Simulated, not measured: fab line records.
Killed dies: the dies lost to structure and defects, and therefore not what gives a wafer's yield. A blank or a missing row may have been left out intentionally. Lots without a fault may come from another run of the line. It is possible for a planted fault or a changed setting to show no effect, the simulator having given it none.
Chamber matching + flow nand harc + 4 sister chambers for NHARC_A_STAIRCASE_DESCUM_11 on rie diel-02
The step chemistry O2, time 3 s. 14 wafers are shown with their chamber, then 7 later ones without.

== EACH WAFER AND ITS CHAMBER ==
| wafer  | chamber | showerhead plenum p Torr (Torr) | drypump motor current A (A) | throttle valve pct (%) |
|--------|---------|---------------------------------|-----------------------------|------------------------|
| L074.1 | 2       | 1.86                            | 6.0                         | 11.303                 |
| L074.3 | 1       | 1.92                            | 6.1                         | 11.312                 |
| L074.5 | 2       | 1.86                            | 6.0                         | 11.295                 |
| L077.1 | 2       | 1.85                            | 6.0                         | 11.312                 |
| L077.2 | 1       | 1.92                            | 6.1                         | 11.300                 |
| L077.6 | 2       | 1.85                            | 6.0                         | 11.308                 |
| L078.2 | 2       | 1.85                            | 6.0                         | 11.316                 |
| L078.4 | 3       | 2.06                            | 6.6                         | 11.297                 |
| L078.6 | 1       | 1.92                            | 6.1                         | 11.309                 |
| L084.1 | 2       | 1.84                            | 6.0                         | 11.322                 |
| L084.3 | 0       | 2.03                            | 5.8                         | 11.316                 |
| L084.5 | 2       | 1.84                            | 6.0                         | 11.303                 |
| L087.1 | 1       | 1.91                            | 6.2                         | 11.311                 |
| L087.2 | 0       | 2.03                            | 5.7                         | 11.307                 |

SIGNATURES (averages over the wafers above)
| reading                  | chamber 0 | chamber 1 | chamber 2 | chamber 3 | scatter within a chamber |
|--------------------------|-----------|-----------|-----------|-----------|--------------------------|
| showerhead plenum p Torr | 2.0300    | 1.9175    | 1.8500    | 2.0600    | 0.00689                  |
| drypump motor current A  | 5.750     | 6.125     | 6.000     | 6.600     | 0.0354                   |
| throttle valve pct       | 11.31150  | 11.30800  | 11.30843  | 11.29700  | 0.0079                   |
Rule: distance of a wafer from a chamber = root of the sum over the readings of ((wafer's reading minus chamber's mean) / reading's scatter) squared. The wafer belongs to the nearest chamber; if the next one is less than 2 further off, it can't be placed. The scatter is the square root of a quotient: the sum, over the shown wafers, of each reading's squared deviation from its chamber's mean, divided by wafers minus chambers.

== WAFERS WHOSE CHAMBER IS MISSING ==
| wafer  | showerhead plenum p Torr (Torr) | drypump motor current A (A) | throttle valve pct (%) |
|--------|---------------------------------|-----------------------------|------------------------|
| L087.6 | 1.91                            | 6.1                         | 11.308                 |
| L093.1 | 2.05                            | 6.6                         | 11.302                 |
| L093.4 | 2.05                            | 6.6                         | 11.316                 |
| L093.5 | 1.90                            | 6.1                         | 11.312                 |
| L097.1 | 2.02                            | 5.7                         | 11.311                 |
| L097.3 | 2.04                            | 6.6                         | 11.311                 |
| L097.4 | 1.89                            | 6.1                         | 11.308                 |

== WHICH CHAMBER EACH WENT THROUGH ==
| wafer  | from the rows above | in truth |
|--------|---------------------|----------|
| L087.6 | 1                   | 1        |
| L093.1 | 3                   | 3        |
| L093.4 | 3                   | 3        |
| L093.5 | 1                   | 1        |
| L097.1 | 0                   | 0        |
| L097.3 | 3                   | 3        |
| L097.4 | 1                   | 1        |
Correct placement for 7 of the 7. From these rows, 0 cannot be placed. 0 placed wrongly.
